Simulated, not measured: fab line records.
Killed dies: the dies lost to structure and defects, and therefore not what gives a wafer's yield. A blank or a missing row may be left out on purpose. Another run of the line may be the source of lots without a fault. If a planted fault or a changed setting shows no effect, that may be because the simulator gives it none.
Split-lot study :: flow n5_finfet :: 7 lots, 21 wafers read, on a route of 1938 steps

== SPLIT DETAILS ==
At N5_GATE_CUT_DESCUM_18 (chemistry O2, time 7 s), the setting time_s was moved away from the recipe's 7 s on 4 of the 21 wafers read, by +9.7% to +14.1%. All remaining wafers had this setting at the recipe value.

== BETWEEN THE SPLIT AND THE READING: the file shows 1 step in between ==
- N5_GATE_CUT_ETCH_28: etches underlayer in N2/H2, target depth 13 nm, time 10.4 s

== THE READING ==
CAR-EUV_of_GATE_CUT_COAT_07.thk_nm (the simulator's own value, which no gauge read), in nm, at N5_GATE_CUT_ETCH_36 (etches SiARC in CF4, target depth 13 nm, time 21.7 s). The file gives no usual value for it. Average 7.0 nm, standard deviation 0.064 nm, over the 17 wafers here run with the recipe.

wafer: L075.1
tool, chamber at the split: rie_diel-06, 3,2
time_s as run, s: 7.676
against the recipe: +9.7%
CAR-EUV_of_GATE_CUT_COAT_07.thk_nm, nm: 6.6
against lot-mates on the recipe: -0.4

wafer: L075.3
tool, chamber at the split: rie_diel-06, 0
time_s as run, s: 7
against the recipe: recipe
CAR-EUV_of_GATE_CUT_COAT_07.thk_nm, nm: 7
against lot-mates on the recipe: -

wafer: L075.4
tool, chamber at the split: rie_diel-06, 3,2
time_s as run, s: 7.676
against the recipe: +9.7%
CAR-EUV_of_GATE_CUT_COAT_07.thk_nm, nm: 6.8
against lot-mates on the recipe: -0.2

wafer: L077.2
tool, chamber at the split: rie_diel-03, 3,2
time_s as run, s: 7
against the recipe: recipe
CAR-EUV_of_GATE_CUT_COAT_07.thk_nm, nm: 7
against lot-mates on the recipe: -

wafer: L077.4
tool, chamber at the split: rie_diel-03, 3,2
time_s as run, s: 7
against the recipe: recipe
CAR-EUV_of_GATE_CUT_COAT_07.thk_nm, nm: 7
against lot-mates on the recipe: -

wafer: L077.6
tool, chamber at the split: rie_diel-03, 0
time_s as run, s: 7.99
against the recipe: +14.1%
CAR-EUV_of_GATE_CUT_COAT_07.thk_nm, nm: 6.6
against lot-mates on the recipe: -0.4

wafer: L084.1
tool, chamber at the split: rie_diel-03, 1,2
time_s as run, s: 7
against the recipe: recipe
CAR-EUV_of_GATE_CUT_COAT_07.thk_nm, nm: 7
against lot-mates on the recipe: -

wafer: L084.2
tool, chamber at the split: rie_diel-03, 3
time_s as run, s: 7
against the recipe: recipe
CAR-EUV_of_GATE_CUT_COAT_07.thk_nm, nm: 7
against lot-mates on the recipe: -

wafer: L084.3
tool, chamber at the split: rie_diel-03, 1,2
time_s as run, s: 7
against the recipe: recipe
CAR-EUV_of_GATE_CUT_COAT_07.thk_nm, nm: 7
against lot-mates on the recipe: -

wafer: L088.2
tool, chamber at the split: rie_diel-03, 3
time_s as run, s: 7
against the recipe: recipe
CAR-EUV_of_GATE_CUT_COAT_07.thk_nm, nm: 6.8
against lot-mates on the recipe: -

wafer: L088.6
tool, chamber at the split: rie_diel-03, 0
time_s as run, s: 7
against the recipe: recipe
CAR-EUV_of_GATE_CUT_COAT_07.thk_nm, nm: 6.8
against lot-mates on the recipe: -

wafer: L088.3
tool, chamber at the split: rie_diel-03, 0
time_s as run, s: 7
against the recipe: recipe
CAR-EUV_of_GATE_CUT_COAT_07.thk_nm, nm: 7
against lot-mates on the recipe: -

wafer: L089.1
tool, chamber at the split: rie_diel-03, 1
time_s as run, s: 7.756
against the recipe: +10.8%
CAR-EUV_of_GATE_CUT_COAT_07.thk_nm, nm: 6.4
against lot-mates on the recipe: -0.6

wafer: L089.5
tool, chamber at the split: rie_diel-03, 2,3
time_s as run, s: 7
against the recipe: recipe
CAR-EUV_of_GATE_CUT_COAT_07.thk_nm, nm: 7
against lot-mates on the recipe: -

wafer: L089.6
tool, chamber at the split: rie_diel-03, 2,3
time_s as run, s: 7
against the recipe: recipe
CAR-EUV_of_GATE_CUT_COAT_07.thk_nm, nm: 7
against lot-mates on the recipe: -

wafer: L091.1
tool, chamber at the split: rie_diel-06, 0,3
time_s as run, s: 7
against the recipe: recipe
CAR-EUV_of_GATE_CUT_COAT_07.thk_nm, nm: 7
against lot-mates on the recipe: -

wafer: L091.2
tool, chamber at the split: rie_diel-06, 2
time_s as run, s: 7
against the recipe: recipe
CAR-EUV_of_GATE_CUT_COAT_07.thk_nm, nm: 7
against lot-mates on the recipe: -

wafer: L091.3
tool, chamber at the split: rie_diel-06, 0,3
time_s as run, s: 7
against the recipe: recipe
CAR-EUV_of_GATE_CUT_COAT_07.thk_nm, nm: 7
against lot-mates on the recipe: -

wafer: L092.1
tool, chamber at the split: rie_diel-03, 3
time_s as run, s: 7
against the recipe: recipe
CAR-EUV_of_GATE_CUT_COAT_07.thk_nm, nm: 7
against lot-mates on the recipe: -

wafer: L092.2
tool, chamber at the split: rie_diel-03, 1,2
time_s as run, s: 7
against the recipe: recipe
CAR-EUV_of_GATE_CUT_COAT_07.thk_nm, nm: 7
against lot-mates on the recipe: -

wafer: L092.3
tool, chamber at the split: rie_diel-03, 1,2
time_s as run, s: 7
against the recipe: recipe
CAR-EUV_of_GATE_CUT_COAT_07.thk_nm, nm: 7
against lot-mates on the recipe: -
Where a row lists several chambers, the file gives one row for several wafers and doesn't say which wafer went through which chamber.

THE FIT
A straight line over all 21 wafers: CAR-EUV_of_GATE_CUT_COAT_07.thk_nm changes by -0.0335 nm for each +1% of time_s; r = -0.87; the points scatter about the line by 0.089 nm.
The same after taking each lot's own level away (the mean of its wafers on the recipe; 21 wafers): -0.0355 nm for each +1%; r = -0.91; scatter 0.075 nm.
That fit puts the effect of the largest move of time_s on the reading at 0.5 nm.
The lots' own levels span 6.87 to 7.00 nm, that is 2.1 times the standard deviation above.
Hence the lot-to-lot level has little effect on the slope; both slopes agree.
Check: with one of the wafers moved furthest among these (+14.1%) left out of the fit, the line predicts -0.573 nm for it against its lot-mates. Against them it came out at -0.4 nm.

== FURTHER SPLITS ON THESE WAFERS ==
Before the reading, these wafers also passed through other splits. Each is held against what the fit with the lots' levels taken away leaves over:
other split on the same wafers: N5_SD_EPI_P_ETCH_36 bias_w
wafers away from the commonest value: 7
r with CAR-EUV_of_GATE_CUT_COAT_07.thk_nm (lot level and that fit taken away): -0.08

other split on the same wafers: N5_SDB_ETCH_18 source_w
wafers away from the commonest value: 7
r with CAR-EUV_of_GATE_CUT_COAT_07.thk_nm (lot level and that fit taken away): -0.17

other split on the same wafers: N5_SDB_ALD_29 ald_cycles
wafers away from the commonest value: 9
r with CAR-EUV_of_GATE_CUT_COAT_07.thk_nm (lot level and that fit taken away): -0.05

other split on the same wafers: N5_HKMG_FIN_ETCH_35 time_s
wafers away from the commonest value: 10
r with CAR-EUV_of_GATE_CUT_COAT_07.thk_nm (lot level and that fit taken away): -0.35

== THE WHOLE CHAIN: every reading that the file lists as answering this split, in the file's order ==
step: N5_GATE_CUT_DESCUM_18
what it does: chemistry O2, time 7 s
reading: CAR-EUV_of_GATE_CUT_COAT_07.thk_nm (the simulator's own value, which no gauge read)
change (the file's fit): -0.0407 nm for each +1% of the setting
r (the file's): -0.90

step: N5_GATE_CUT_ETCH_28
what it does: etches underlayer in N2/H2, target depth 13 nm, time 10.4 s
reading: CAR-EUV_of_GATE_CUT_COAT_07.thk_nm (the simulator's own value, which no gauge read)
change (the file's fit): -0.0325 nm for each +1% of the setting
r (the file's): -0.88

step: N5_GATE_CUT_ETCH_36
what it does: etches SiARC in CF4, target depth 13 nm, time 21.7 s
reading: CAR-EUV_of_GATE_CUT_COAT_07.thk_nm (the simulator's own value, which no gauge read)
change (the file's fit): -0.0367 nm for each +1% of the setting
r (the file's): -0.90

== THE FILE'S OWN FIT ==
CAR-EUV_of_GATE_CUT_COAT_07.thk_nm changes by -0.0367 nm for each +1% of time_s, r = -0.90.
